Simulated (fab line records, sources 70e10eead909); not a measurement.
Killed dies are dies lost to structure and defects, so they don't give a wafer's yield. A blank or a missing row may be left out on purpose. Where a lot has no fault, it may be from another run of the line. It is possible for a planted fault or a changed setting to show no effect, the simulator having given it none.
Which tool is to blame? ; flow nand harc ; 6 lots with 18 wafers sampled at 2 steps, on a route of 1159 steps

## WHAT EACH GAUGE READ, for each wafer
NHARC_A_SGD_CUT_OVL_MEAS_10.
lot;measured;on;overlay x nm (nm)
L209;day 14 07:44;overlay-01;0.4 0.5 0.2
L210;day 14 14:17;overlay-01;1.2 0.4 0.8
L215;day 15 01:21;overlay-02;0.4 -0.1 0.0
L218;day 16 02:25;overlay-01;-1.1 -1.1 -1.0
L225;day 17 19:29;overlay-01;-2.6 -2.2 -2.5
L227;day 18 08:19;overlay-01;-0.4 -0.6 -0.3

## WHICH TOOL RAN EACH LOT (tool, then ch and the chambers of the sampled wafers, then the start)
lot;NHARC_A_STAIRCASE_DEP_471
L209;pecvd-02 ch 0,1,2, day 14 06:13
L210;pecvd-01 ch 0,1, day 14 12:46
L215;pecvd-01 ch 1,2, day 14 23:46
L218;pecvd-04 ch 0,1,2, day 16 00:57
L225;pecvd-04 ch 1,2, day 17 17:51
L227;pecvd-02 ch 0,1,2, day 18 06:58
- NHARC_A_STAIRCASE_DEP_471: deposits SiO2, target thk 100 nm.

## THE ANSWER, worked out from the rows above alone
Rule: the lots themselves supply what counts as usual. Put in order of their means at a reading, lots are off if they are a third of the lots or fewer, leave a main group of 4 or more, and stand apart from it by a gap of 3 or more times the standard deviation of the main group's means; of several such gaps the widest counts. A main group is skipped when, at the precision printed for the reading in the tables above, its means are all equal. A lot without any number at a reading at which 4 lots or more have one is off too. Any other lot the step has rows for is counted as sound.
Across all readings shown, no lot is off: no conclusion can be drawn from this.

## WHAT THE SIMULATOR PUT IN
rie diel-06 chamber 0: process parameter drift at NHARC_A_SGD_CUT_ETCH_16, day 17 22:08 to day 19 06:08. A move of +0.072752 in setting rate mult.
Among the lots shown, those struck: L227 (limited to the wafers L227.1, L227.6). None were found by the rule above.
